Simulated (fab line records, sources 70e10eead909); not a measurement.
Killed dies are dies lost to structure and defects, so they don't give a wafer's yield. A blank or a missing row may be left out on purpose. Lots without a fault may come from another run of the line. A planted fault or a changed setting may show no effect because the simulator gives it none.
Chamber matching | flow nand_harc | NHARC_A_BONDPAD_CMP_19 on cmp-04: 4 sister chambers
The step polishes, t overpolish 30 s, cu recess touch 16 s, target thk 169.82 nm. 8 wafers are shown with their chamber, then 7 later ones without.

WAFERS WITH THEIR CHAMBER
wafer  | chamber | motor_current_A (A) | overpolish_run_s (s)
L467.1 | 3       | 11.6                | 29.985
L467.2 | 2       | 13.1                | 30.001
L467.4 | 1       | 13.7                | 30.012
L471.1 | 1       | 14.1                | 30.012
L471.3 | 0       | 12.8                | 30.028
L471.5 | 0       | 12.9                | 30.002
L475.2 | 2       | 14.0                | 30.006
L475.3 | 3       | 11.6                | 29.996

WAFERS WITHOUT THEIR CHAMBER
wafer  | motor_current_A (A) | overpolish_run_s (s)
L475.5 | 11.8                | 30.000
L474.3 | 13.2                | 30.006
L474.5 | 12.6                | 29.999
L474.6 | 11.9                | 30.001
L476.2 | 14.2                | 29.984
L476.3 | 12.8                | 29.996
L476.4 | 13.5                | 30.005

WHICH CHAMBER EACH WENT THROUGH
wafer  | from the rows above               | in truth
L475.5 | 3                                 | 3
L474.3 | can't be placed: 2 or 0 or 1      | 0
L474.5 | can't be placed: 0 or 2 or 3      | 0
L474.6 | can't be placed: 3 or 0           | 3
L476.2 | can't be placed: 2 or 1           | 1
L476.3 | can't be placed: 0 or 2 or 3 or 1 | 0
L476.4 | can't be placed: 2 or 1 or 0      | 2
Placed correctly: 1 of 7. Can't be placed from these rows: 6 (the true chamber is among the candidates in 6). Placed wrongly: 0.
How it was worked out, from the rows above alone: a wafer's distance from a chamber is the root of the sum, over the readings, of the square of ((its reading less the chamber's mean) divided by the reading's scatter). The wafer belongs to the nearest chamber; if the next one is less than 2 further off, it can't be placed. A chamber's mean is the mean of its shown wafers. The scatter: the root of (the sum of the squares of (reading less its chamber's mean) over the shown wafers, divided by (wafers less chambers)).
